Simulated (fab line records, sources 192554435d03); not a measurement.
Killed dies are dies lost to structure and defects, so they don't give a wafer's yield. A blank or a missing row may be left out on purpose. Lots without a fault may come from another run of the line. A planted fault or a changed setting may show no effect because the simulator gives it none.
Chamber matching | flow n5_finfet | N5_BEOL_M10_STRIP_36 on rie_diel-02: 4 sister chambers
The step strips in N2/H2. 22 wafers are shown with their chamber, then 11 later ones without.

WAFERS WITH THEIR CHAMBER
wafer  | chamber | showerhead_plenum_p_Torr (Torr) | drypump_motor_current_A (A) | throttle_valve_pct (%)
L074.1 | 2       | 2.64                            | 4.8                         | 23.6
L074.3 | 1       | 2.40                            | 5.7                         | 23.2
L074.6 | 1       | 2.40                            | 5.6                         | 23.2
L077.2 | 0       | 2.60                            | 5.9                         | 23.3
L077.3 | 1       | 2.40                            | 5.7                         | 23.2
L077.6 | 3       | 2.49                            | 5.2                         | 24.1
L076.4 | 3       | 2.49                            | 5.2                         | 24.1
L076.5 | 1       | 2.40                            | 5.7                         | 23.2
L076.6 | 0       | 2.60                            | 5.9                         | 23.3
L081.2 | 2       | 2.63                            | 4.9                         | 23.7
L081.3 | 1       | 2.39                            | 5.6                         | 23.3
L081.6 | 2       | 2.63                            | 4.8                         | 23.6
L080.3 | 3       | 2.49                            | 5.2                         | 24.1
L080.4 | 2       | 2.63                            | 4.8                         | 23.6
L080.5 | 3       | 2.49                            | 5.2                         | 24.1
L082.3 | 1       | 2.39                            | 5.7                         | 23.3
L082.5 | 2       | 2.63                            | 4.9                         | 23.7
L082.6 | 3       | 2.49                            | 5.2                         | 24.1
L083.2 | 1       | 2.39                            | 5.7                         | 23.2
L083.3 | 2       | 2.62                            | 4.9                         | 23.7
L083.5 | 3       | 2.49                            | 5.2                         | 24.1
L088.4 | 2       | 2.62                            | 4.8                         | 23.6

SIGNATURES (means of the wafers above)
reading                  | chamber 0 | chamber 1 | chamber 2 | chamber 3 | scatter within a chamber
showerhead_plenum_p_Torr | 2.6000    | 2.3957    | 2.6286    | 2.4900    | 0.00504
drypump_motor_current_A  | 5.900     | 5.671     | 4.843     | 5.200     | 0.0418
throttle_valve_pct       | 23.300    | 23.229    | 23.643    | 24.100    | 0.0418
Rule: a wafer's distance from a chamber is the root of the sum, over the readings, of the square of ((its reading less the chamber's mean) divided by the reading's scatter). The wafer belongs to the nearest chamber; if the next one is less than 2 further off, it can't be placed. The scatter: the root of (the sum of the squares of (reading less its chamber's mean) over the shown wafers, divided by (wafers less chambers)).

WAFERS WITHOUT THEIR CHAMBER
wafer  | showerhead_plenum_p_Torr (Torr) | drypump_motor_current_A (A) | throttle_valve_pct (%)
L088.5 | 2.60                            | 5.9                         | 23.3
L088.6 | 2.48                            | 5.2                         | 24.1
L089.1 | 2.62                            | 4.8                         | 23.7
L089.3 | 2.60                            | 5.9                         | 23.4
L089.5 | 2.60                            | 5.9                         | 23.4
L092.1 | 2.59                            | 5.9                         | 23.4
L092.2 | 2.48                            | 5.2                         | 24.2
L092.3 | 2.62                            | 4.8                         | 23.6
L096.2 | 2.61                            | 4.8                         | 23.7
L096.4 | 2.59                            | 5.9                         | 23.4
L096.5 | 2.61                            | 4.8                         | 23.7

WHICH CHAMBER EACH WENT THROUGH
wafer  | from the rows above | in truth
L088.5 | 0                   | 0
L088.6 | 3                   | 3
L089.1 | 2                   | 2
L089.3 | 0                   | 0
L089.5 | 0                   | 0
L092.1 | 0                   | 0
L092.2 | 3                   | 3
L092.3 | 2                   | 2
L096.2 | 2                   | 2
L096.4 | 0                   | 0
L096.5 | 2                   | 2
Placed correctly: 11 of 11. Can't be placed from these rows: 0. Placed wrongly: 0.
